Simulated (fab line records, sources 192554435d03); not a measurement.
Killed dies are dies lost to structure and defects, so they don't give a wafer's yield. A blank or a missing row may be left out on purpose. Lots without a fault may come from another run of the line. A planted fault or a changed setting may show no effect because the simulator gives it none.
Chamber matching | flow n5_finfet | N5_PASSIVATION_STRIP_14 on rie_diel-01: 4 sister chambers
The step strips in O2. 4 wafers are shown with their chamber, then 8 later ones without.

WAFERS WITH THEIR CHAMBER
wafer  | chamber | drypump_motor_current_A (A)
L433.6 | 3       | 5.56
L439.4 | 0       | 5.65
L439.6 | 2       | 5.63
L446.2 | 1       | 6.24

WAFERS WITHOUT THEIR CHAMBER
wafer  | drypump_motor_current_A (A)
L446.3 | 5.64
L446.6 | 5.66
L441.2 | 5.59
L441.5 | 5.61
L441.6 | 5.64
L450.1 | 5.62
L450.4 | 5.61
L450.5 | 5.67

WHICH CHAMBER EACH WENT THROUGH
wafer  | from the rows above          | in truth
L446.3 | can't be placed: 2 or 0      | 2
L446.6 | can't be placed: 0 or 2      | 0
L441.2 | can't be placed: 3 or 2 or 0 | 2
L441.5 | can't be placed: 2 or 0 or 3 | 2
L441.6 | can't be placed: 2 or 0      | 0
L450.1 | can't be placed: 2 or 0      | 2
L450.4 | can't be placed: 2 or 0 or 3 | 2
L450.5 | can't be placed: 0 or 2      | 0
Placed correctly: 0 of 8. Can't be placed from these rows: 8 (the true chamber is among the candidates in 8). Placed wrongly: 0.
How it was worked out, from the rows above alone: a wafer's distance from a chamber is the root of the sum, over the readings, of the square of ((its reading less the chamber's mean) divided by the reading's scatter). The wafer belongs to the nearest chamber; if the next one is less than 2 further off, it can't be placed. A chamber's mean is the mean of its shown wafers. The scatter: with one shown wafer a chamber, the root of the mean of the squares of how far each hidden wafer lies from its nearest shown one.
